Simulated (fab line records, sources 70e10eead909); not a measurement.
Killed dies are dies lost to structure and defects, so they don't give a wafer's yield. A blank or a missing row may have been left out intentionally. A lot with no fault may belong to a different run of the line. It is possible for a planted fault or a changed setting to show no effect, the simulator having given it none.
Which of the tools did it? -- flow nandHarc -- 42 wafers from 14 lots sampled at 5 of the route's 1159 steps

## WHAT THE GAUGES READ, wafer by wafer
NHARC_A_ONON_D1_THK_MEAS_14: measures by ellipsometry. Usual: thkNm 998 nm, standard deviation 8.3.
lot,measured,on,thkNm (nm),flag
L205,day 7 22:03,filmMetro-02,1014 1014 1012,
L208,day 8 16:35,filmMetro-01,993 994 995,
L209,day 9 04:20,filmMetro-01,1011 1013 1011,
L210,day 9 04:19,filmMetro-02,1003 1003 1004,
L212,day 9 13:12,filmMetro-01,1002 1003 1004,
L213,day 10 00:28,filmMetro-01,1004 1004 1003,
L214,day 10 00:27,filmMetro-02,1004 1003 1003,
L215,day 10 17:04,filmMetro-01,1004 1002 1002,
L216,day 10 17:07,filmMetro-02,993 994 993,
L218,day 11 05:40,filmMetro-01,1000 1000 1000,
L223,day 12 12:37,filmMetro-01,1004 1003 1003,
L224,day 12 12:37,filmMetro-01,419 419 419,OFF
L226,day 12 21:05,filmMetro-02,430 429 430,OFF
L225,day 12 21:06,filmMetro-01,980 980 980,

NHARC_END_SORT_01. Usual: killedAtArray 27, standard deviation 9.9; killedAtOther 0.5, standard deviation 0.76; killedAtPeriphery 3.4, standard deviation 2.2; killedDies 31, standard deviation 10; killedOpen 3.3, standard deviation 2; killedShort 2.0, standard deviation 1.5.
lot,measured,on,killedAtArray,killedAtOther,killedAtPeriphery,killedDies,killedOpen,killedShort,flag
L208,day 20 12:49,prober-01,31 19,0 0,3 0,34 19,7 4,5 2,
L212,day 21 04:43,prober-01,11 12 12,2 0 1,2 8 6,15 20 19,5 4 3,0 4 1,
L224,day 23 22:16,prober-01,670 675 669,1 0 2,6 2 6,677 677 677,5 3 7,1 1 1,OFF
L226,day 24 07:40,prober-02,674 674 675,0 0 0,3 3 2,677 677 677,3 6 1,2 3 0,OFF

## WHAT TOOL EACH LOT RAN ON (gives the tool, then ch and the chambers of the sampled wafers, and finally the start)
lot,NHARC_P_BONDPAD_ACTIVATE_29,NHARC_A_ONON_D1_DEP_12,NHARC_A_CHANNEL_HOLE_D1_DEP_01
L205,"rieDiel-03 ch 0,1,2, day 6 19:43","pecvdOnon-04 ch 0, day 7 21:36","pecvd-03 ch 1,2, day 8 12:59"
L208,"rieDiel-03 ch 0,1,3, day 7 13:56","pecvdOnon-02 ch 0, day 8 16:11","pecvd-03 ch 0,1,2, day 9 06:31"
L209,"rieDiel-03 ch 0,1,3, day 7 21:56","pecvdOnon-04 ch 0, day 9 03:49","pecvd-03 ch 1,2, day 9 16:49"
L210,"rieDiel-03 ch 0,1,3, day 8 00:55","pecvdOnon-02 ch 0, day 9 03:52","pecvd-03 ch 0,1,2, day 9 16:38"
L212,"rieDiel-03 ch 2,3, day 8 11:10","pecvdOnon-04 ch 0, day 9 12:45","pecvd-03 ch 0,1,2, day 10 01:52"
L213,"rieDiel-03 ch 0,2,3, day 8 22:07","pecvdOnon-01 ch 0, day 10 00:00","pecvd-04 ch 0,2, day 10 12:30"
L214,"rieDiel-13 ch 1,2,3, day 8 23:06","pecvdOnon-04 ch 0, day 9 23:56","pecvd-04 ch 0,1,2, day 10 12:20"
L215,"rieDiel-13 ch 1,2,3, day 9 12:01","pecvdOnon-01 ch 0, day 10 16:34","pecvd-03 ch 0,1,2, day 11 07:47"
L216,"rieDiel-03 ch 0,3, day 9 14:29","pecvdOnon-04 ch 0, day 10 16:36","pecvd-04 ch 0,2, day 11 08:04"
L218,"rieDiel-13 ch 0,1,2, day 9 22:29","pecvdOnon-02 ch 0, day 11 05:08","pecvd-03 ch 0,2, day 11 19:34"
L223,"rieDiel-03 ch 1,2,3, day 11 10:46","pecvdOnon-01 ch 0, day 12 12:10","pecvd-01 ch 0,2, day 13 01:28"
L224,"rieDiel-03 ch 0,1,3, day 11 11:13","pecvdOnon-04 ch 0, day 12 12:07",-
L226,"rieDiel-03 ch 0,2,3, day 11 19:16","pecvdOnon-04 ch 0, day 12 20:41",-
L225,"rieDiel-03 ch 1,2, day 11 19:33","pecvdOnon-02 ch 0, day 12 20:39","pecvd-01 ch 0,2, day 13 16:43"
- NHARC_P_BONDPAD_ACTIVATE_29: chemistry N2, time 60 s.
- NHARC_A_ONON_D1_DEP_12: target thk 1000 nm.
- NHARC_A_CHANNEL_HOLE_D1_DEP_01: deposits SiON, target thk 140 nm.

## AS READ BY THE TOOLS THEMSELVES (means over the sampled wafers that have a number; for cases with no such wafer, the mark the record gives instead)
NHARC_P_BONDPAD_ACTIVATE_29. Usual: drypumpMotorCurrentA 5.2 A, standard deviation 0.41; oesProductAu 0.997 a.u., standard deviation 0.015; rfVppV 64.4 V, standard deviation 0.9; showerheadPlenumPTorr 1.82 Torr, standard deviation 0.065.
lot,tool,drypumpMotorCurrentA (A),oesProductAu (a.u.),rfVppV (V),showerheadPlenumPTorr (Torr),flag
L205,rieDiel-03,5.3,0.998,64.3,1.78,
L208,rieDiel-03,5.3,0.996,64.1,1.80,
L209,rieDiel-03,5.3,1.001,64.0,1.80,
L210,rieDiel-03,5.3,1.001,63.9,1.80,
L212,rieDiel-03,4.9,0.986,64.3,1.87,
L213,rieDiel-03,5.1,1.002,64.3,1.83,
L214,rieDiel-13,5.4,1.014,63.9,1.78,
L215,rieDiel-13,5.4,1.000,64.4,1.78,
L216,rieDiel-03,5.3,0.996,64.9,1.80,
L218,rieDiel-13,5.8,1.003,64.0,1.84,
L223,rieDiel-03,5.1,0.994,63.2,1.83,
L224,rieDiel-03,5.3,1.003,64.4,1.80,
L226,rieDiel-03,5.1,0.999,64.8,1.83,
L225,rieDiel-03,5.1,0.981,64.7,1.82,

NHARC_A_CHANNEL_HOLE_D1_DEP_01. Usual: chamberPressureTorr 3.499 Torr, standard deviation 0.0071; heaterPowerW 772 W, standard deviation 83.
lot,tool,chamberPressureTorr (Torr),heaterPowerW (W),flag
L205,pecvd-03,3.508,739,
L208,pecvd-03,3.498,790,
L209,pecvd-03,3.489,711,
L210,pecvd-03,3.497,745,
L212,pecvd-03,3.499,790,
L213,pecvd-04,3.499,834,
L214,pecvd-04,3.496,842,
L215,pecvd-03,3.497,800,
L216,pecvd-04,3.511,831,
L218,pecvd-03,3.499,730,
L223,pecvd-01,3.500,832,
L225,pecvd-01,3.504,740,

## THE ANSWER, worked out from the rows above alone
Rule: a lot is off if the mean of its wafers that have a number lies more than 3 standard deviations from the usual mean. Also off: a lot with no number at a reading for which 4 or more lots have one. Where the step has rows for the other lots, those lots are counted as sound. After the gauges, taken in route order, come the tools' own readings; for these a lot's mean is taken, as printed above. The first step at which some lot is off is used, and at that step the reading that is off furthest; a lot without a number counts as furthest.
Off, at NHARC_A_ONON_D1_THK_MEAS_14 on thkNm: L224, L226.
A tool fits if, at a process step before that reading, it ran every lot that is off, and no sound lot after the first of them. Not tried: the gauges at NHARC_A_ONON_D1_THK_MEAS_14; whatever is off there is also off at NHARC_END_SORT_01, on other tools, and gauge error can't account for it. One candidate fits, namely pecvdOnon-04 at NHARC_A_ONON_D1_DEP_12. A fault onset in the window from L216 (day 10 16:36, its last sound lot) to L224 (day 12 12:07, its first lot off) fits.

## WHAT WAS PUT IN BY THE SIMULATOR
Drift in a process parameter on pecvdOnon-04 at NHARC_A_ONON_D1_DEP_12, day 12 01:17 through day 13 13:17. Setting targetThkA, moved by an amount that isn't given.
Shown lots that were struck: L224, L226. The same result came from the rule above.
